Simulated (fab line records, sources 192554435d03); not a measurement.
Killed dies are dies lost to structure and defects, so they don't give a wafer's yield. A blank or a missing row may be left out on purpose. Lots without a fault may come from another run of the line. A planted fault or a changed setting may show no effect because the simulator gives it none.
Chamber matching | flow n5_finfet | N5_HKMG_FIN_CVD_62 on thermal_cvd_si-01: 3 sister chambers
The step deposits a-Si from Si2H6, target thk 3 nm, time 20.8 s. 3 wafers are shown with their chamber, then 7 later ones without.

WAFERS WITH THEIR CHAMBER
wafer  | chamber | heater_power_w (W)
L489.1 | 2       | 1586
L495.1 | 0       | 1223
L495.3 | 1       | 1419

WAFERS WITHOUT THEIR CHAMBER
wafer  | heater_power_w (W)
L495.5 | 1423
L497.2 | 1544
L497.3 | 1241
L497.4 | 1249
L499.1 | 1253
L499.2 | 1606
L499.4 | 1577

WHICH CHAMBER EACH WENT THROUGH
wafer  | from the rows above | in truth
L495.5 | 1                   | 1
L497.2 | 2                   | 2
L497.3 | 0                   | 0
L497.4 | 0                   | 0
L499.1 | 0                   | 0
L499.2 | 2                   | 2
L499.4 | 2                   | 2
Placed correctly: 7 of 7. Can't be placed from these rows: 0. Placed wrongly: 0.
How it was worked out, from the rows above alone: a wafer's distance from a chamber is the root of the sum, over the readings, of the square of ((its reading less the chamber's mean) divided by the reading's scatter). The wafer belongs to the nearest chamber; if the next one is less than 2 further off, it can't be placed. A chamber's mean is the mean of its shown wafers. The scatter: with one shown wafer a chamber, the root of the mean of the squares of how far each hidden wafer lies from its nearest shown one.
